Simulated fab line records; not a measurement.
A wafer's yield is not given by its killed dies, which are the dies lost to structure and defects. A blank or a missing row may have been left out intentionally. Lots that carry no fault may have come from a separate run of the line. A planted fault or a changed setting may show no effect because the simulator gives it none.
A single fault, viewed from 2 desks || flow n5-finfet || each desk holds nothing but its own numbers, with what lay behind them at the end

== TOOL OWNER'S DESK, rie-si-03 ==
The tool's own readings at N5_PMOS_HMC_CHANNEL_EPI_FIN_RECESS_16 (chemistry HBr/Cl2, target Si, target depth 54 nm, time 18 s): means of the sampled wafers that have a number, for each lot that ran on this tool. Any lot whose mean is over 4 standard deviations away from the usual mean is out of limits and marked OUT; that distance is given in the brackets.
Columns: A = drypump-motor-current-A at N5_PMOS_HMC_CHANNEL_EPI_FIN_RECESS_16, usual 5.8 A; B = oes-product-au at N5_PMOS_HMC_CHANNEL_EPI_FIN_RECESS_16, usual 1.002 a.u.; C = throttle-valve-pct at N5_PMOS_HMC_CHANNEL_EPI_FIN_RECESS_16, usual 35.5 %
{"lot": "L642", "first seen here": "day 2 05:49", "A": 5.6, "B": 1.007, "C": 35.5}
{"lot": "L647", "first seen here": "day 3 11:53", "A": 5.7, "B": 0.996, "C": 35.0}
{"lot": "L654", "first seen here": "day 5 06:31", "A": 5.6, "B": 1.067, "C": 35.2}
Result from this desk: across the 3 lots, nothing is out of limits.

== THE METROLOGY DESK ==
Means of the sampled wafers that have a number, per lot and without regard to the tool the lot ran on: this is what the gauges read. Any lot whose mean is over 4 standard deviations away from the usual mean is out of limits and marked OUT; that distance is given in the brackets. Shown here are 7 of its 25 readings, the ones lying furthest out on some lot.
Columns: A = HMC_CMP_THK at N5_PMOS_HMC_CHANNEL_EPI_THK_MEAS_22, usual 54.1 nm; B = CJ_P at N5_BEOL_M4_RC_MEAS_101, usual 5.77; C = IOFF_P_LONG at N5_BEOL_M4_RC_MEAS_101, usual 0.000105 nA/um; D = RC_DENSE_P at N5_BEOL_M4_RC_MEAS_101, usual 23.7 ohm.um; E = RS_NWELL at N5_BEOL_M4_RC_MEAS_101, usual 1037 ohm/sq; F = SS_P at N5_BEOL_M4_RC_MEAS_101, usual 73.1 mV/dec; G = VT_N at N5_BEOL_M4_RC_MEAS_101, usual 251 mV
{"lot": "L642", "first seen here": "day 2 02:58", "A": 53.5, "B": 5.77, "C": 0.000110, "D": 23.5, "E": 1038, "F": 74.1, "G": 246}
{"lot": "L645", "first seen here": "day 2 21:11", "A": 54.7, "B": 5.75, "C": 0.000111, "D": 23.4, "E": 1030, "F": 73.2, "G": 250}
{"lot": "L647", "first seen here": "day 3 08:46", "A": 54.1, "B": 5.80, "C": 0.000108, "D": 23.2, "E": 1030, "F": 72.4, "G": 250}
{"lot": "L654", "first seen here": "day 5 03:03", "A": 55.5, "B": 5.77, "C": 0.000097, "D": 23.5, "E": 1045, "F": 73.3, "G": 252}
{"lot": "L659", "first seen here": "day 6 09:01", "A": 55.7, "B": 5.38, "C": 0.000089, "D": 23.8, "E": 1040, "F": 73.1, "G": 249}
{"lot": "L661", "first seen here": "day 6 22:41", "A": 54.1, "B": 5.74, "C": 0.000096, "D": 23.2, "E": 1037, "F": 73.1, "G": 249}
{"lot": "L662", "first seen here": "day 7 02:53", "A": 54.2, "B": 5.84, "C": 0.000101, "D": 24.5, "E": 1034, "F": 73.2, "G": 251}
{"lot": "L663", "first seen here": "day 7 09:23", "A": 53.9, "B": 5.88, "C": 0.000108, "D": 23.4, "E": 1045, "F": 72.9, "G": 250}
Result from this desk: across the 8 lots, nothing is out of limits.

== BROUGHT TOGETHER ==
The tool owner's desk saw nothing out of limits.
Metrology desk: nothing out of limits seen.

== WHAT THE SIMULATOR HAD INSERTED ==
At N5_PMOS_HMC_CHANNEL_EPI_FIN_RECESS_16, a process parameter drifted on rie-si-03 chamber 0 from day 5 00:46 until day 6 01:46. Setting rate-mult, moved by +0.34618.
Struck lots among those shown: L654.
